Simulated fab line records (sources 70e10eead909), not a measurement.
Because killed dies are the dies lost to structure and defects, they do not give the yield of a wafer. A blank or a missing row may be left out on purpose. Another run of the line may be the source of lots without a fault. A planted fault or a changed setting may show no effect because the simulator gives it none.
2 desks, one fault / flow nandHarc / numbers are kept per desk, each desk with only its own; the story behind them comes last

## METROLOGY DESK
Lot by lot, what the gauges showed, no matter which tool ran the lot: averages of those sampled wafers that carry a number. The brackets show how far a lot's mean lies from the usual mean; more than 4 standard deviations puts the lot out of limits, marked OUT.
Columns: A = overlayXNm at NHARC_P_BONDPAD_OVL_MEAS_38, usual 2 nm; B = overlayYNm at NHARC_P_BONDPAD_OVL_MEAS_38, usual -2 nm
lot=L654; first seen here=day 6 23:52; A=-1; B=3
lot=L655; first seen here=day 7 07:44; A=6; B=-6
lot=L656; first seen here=day 8 08:42; A=4; B=0
lot=L661; first seen here=day 10 02:39; A=5; B=-11
lot=L663; first seen here=day 10 18:29; A=5; B=2
lot=L667; first seen here=day 12 19:58; A=7; B=4
lot=L670; first seen here=day 13 23:17; A=2; B=-3
lot=L671; first seen here=day 14 03:04; A=1; B=2
lot=L672; first seen here=day 14 09:44; A=1; B=12
lot=L674; first seen here=day 15 07:10; A=10; B=-6
lot=L675; first seen here=day 15 19:13; A=-1; B=-2
lot=L676; first seen here=day 16 00:52; A=-0; B=-14
This desk's verdict: no lot among the 12 shows anything out of limits.

## TOOL OWNER'S DESK, pecvd-01
The tool's own readings at NHARC_P_BONDPAD_DEP_00 (deposits SiCN, target thk 250 nm): means of the sampled wafers that have a number, for each lot that ran on this tool. The brackets show how far a lot's mean lies from the usual mean; more than 4 standard deviations puts the lot out of limits, marked OUT.
Columns: A = heaterPowerW at NHARC_P_BONDPAD_DEP_00, usual 565 W; B = rfFwdPowerW at NHARC_P_BONDPAD_DEP_00, usual 449.0 W
lot=L655; first seen here=day 7 06:28; A=601; B=448.6
lot=L656; first seen here=day 8 07:28; A=565; B=449.1
lot=L661; first seen here=day 10 01:31; A=583; B=449.0
lot=L663; first seen here=day 10 17:13; A=557; B=450.1
lot=L676; first seen here=day 15 23:38; A=592; B=448.6
This desk's verdict: no lot among the 5 shows anything out of limits.

## TAKEN TOGETHER
From the metrology desk's view, nothing was out of limits.
The desk of the tool owner found nothing out of limits.

## WHAT WAS PUT IN BY THE SIMULATOR
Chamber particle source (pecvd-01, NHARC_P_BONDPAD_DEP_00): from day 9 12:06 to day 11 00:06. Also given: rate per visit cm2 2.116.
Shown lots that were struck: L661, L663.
